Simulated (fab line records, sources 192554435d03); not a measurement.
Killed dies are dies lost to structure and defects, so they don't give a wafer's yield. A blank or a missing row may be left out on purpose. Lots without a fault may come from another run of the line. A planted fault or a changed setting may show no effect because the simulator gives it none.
A struck lot beside a sound one | flow n5_finfet | 15 steps out of a route of 1938
Sound: wafers L996.3, L996.5, L996.6. Struck: wafers L109.1, L109.6. (L109.5 of the same lot was not struck and is left out.) The cause comes at the end.
At each step with rows: each side's tool, then ch and its chambers, then its first start. Under that, the readings that differ: sound wafers | struck wafers | difference of the means | sigmas: that difference in standard deviations of wafers without a fault.
alike: readings whose means differ by less than 2 such deviations, and words and numbers that are the same on both sides. not compared: withheld readings, readings that some wafer has no value for, bounds like >300 that may hide the same value, and numbers for which the record gives no deviation and whose values overlap.
The two part at a step that has a row with sigmas, a row that says differs or no value, or rows on one side only. Numbers that don't overlap but have no deviation are shown without sigmas and don't part them. A reading that every wafer of one side lacks parts them only if that side has two wafers or more.

first, 7 steps without rows for these wafers: N5_BEOL_M8_COAT_71 (time 60 s, resist thk 5 nm); N5_BEOL_M8_COAT_22 (resist thk 30 nm); N5_BEOL_M8_EBR_24; N5_BEOL_M8_SOFTBAKE_23 (time 60 s); N5_BEOL_M8_EXPOSE_25 (exposes mask V7, target cd 40 nm); N5_BEOL_M8_PEB_26 (peb time 60 s); N5_BEOL_M8_DEVELOP_27 (develop time 30 s).
N5_BEOL_M8_CD_MEAS_28: target cd 40 nm.
  sound on cd_sem-01 ch 0, day 12 06:22; struck on cd_sem-02 ch 0, day 16 04:41
  alike: cd_nm
N5_BEOL_M8_OVL_MEAS_29:
  sound on overlay-01 ch 0, day 12 06:25; struck on overlay-02 ch 0, day 16 04:43
  reading     | sound          | struck  | difference | sigmas
  V7_OVL (nm) | -1.5 -1.6 -1.6 | 0.3 0.4 | +1.9       | +2
N5_BEOL_M8_INSPECT_30: inspects for defects (brightfield).
  sound on defect_inspect-01, day 12 06:28; struck on defect_inspect-01, day 16 04:46
  alike: raw_defect_count
N5_BEOL_M8_DESCUM_33: chemistry O2, time 7 s.
  sound on rie_diel-03 ch 0,1,3, day 12 07:18; struck on rie_diel-01 ch 1, day 16 04:48
  alike: drypump_motor_current_A, oes_product_au, rf_vpp_V, showerhead_plenum_p_Torr, throttle_valve_pct
  not compared: rf_hours_counter_h
N5_BEOL_M8_ETCH_72: etches underlayer in N2/H2, target depth 6.5 nm, time 5.2 s.
  sound on rie_diel-03 ch 0,1,3, day 12 07:20; struck on rie_diel-01 ch 1, day 16 04:50
  alike: drypump_motor_current_A, etch_rf_on_time_s, oes_product_au, rf_vpp_V, showerhead_plenum_p_Torr, throttle_valve_pct
  not compared: rf_hours_counter_h
N5_BEOL_M8_ETCH_65: etches SiARC in CF4, target depth 15.6 nm, time 26 s.
  sound on rie_diel-03 ch 0,1,3, day 12 07:22; struck on rie_diel-01 ch 1, day 16 04:51
  reading               | sound             | struck      | difference | sigmas
  etch_rf_on_time_s (s) | 26.5 25.0 25.3    | 16.2 16.3   | -9.4       | -14
  oes_product_au (a.u.) | 0.66 0.83 0.63    | 0.90 0.90   | +0.19      | +3
  rf_vpp_V (V)          | 185.5 185.4 185.9 | 183.7 182.8 | -2.3       | -2
  alike: drypump_motor_current_A, showerhead_plenum_p_Torr, throttle_valve_pct
  not compared: rf_hours_counter_h
N5_BEOL_M8_ETCH_66: etches SOC in N2/H2, target depth 80 nm, overetch 16 nm, time 120 s.
  sound on rie_diel-03 ch 0,1,3, day 12 07:23; struck on rie_diel-01 ch 1, day 16 04:53
  alike: drypump_motor_current_A, oes_product_au, rf_vpp_V, showerhead_plenum_p_Torr, throttle_valve_pct
  not compared: rf_hours_counter_h
-- the record jumps here: 3 days lie between the struck wafers' starts before and after (it left off in module BEOL_M8 and takes up again in module PASSIVATION, whose first step shown is number 1936 of the route) --
N5_PASSIVATION_PROBE_49:
  sound on prober-01, day 15 06:11; struck on prober-02, day 19 02:35
  reading         | sound | struck | difference | sigmas
  killed_at_other | 2 2 1 | 8 7    | +6         | +2
  alike: defect_limited_yield, killed_at_M0_to_M3, killed_at_M4_up, killed_at_contacts, killed_at_front_end, killed_dies, killed_open, killed_short, sort_bin_5_function, sort_bin_6_memory, sort_bin_8_speed, sort_n_pass

WHERE THEY PART
First at N5_BEOL_M8_OVL_MEAS_29; last, within this record, at N5_PASSIVATION_PROBE_49.

WHY: what the simulator had put in
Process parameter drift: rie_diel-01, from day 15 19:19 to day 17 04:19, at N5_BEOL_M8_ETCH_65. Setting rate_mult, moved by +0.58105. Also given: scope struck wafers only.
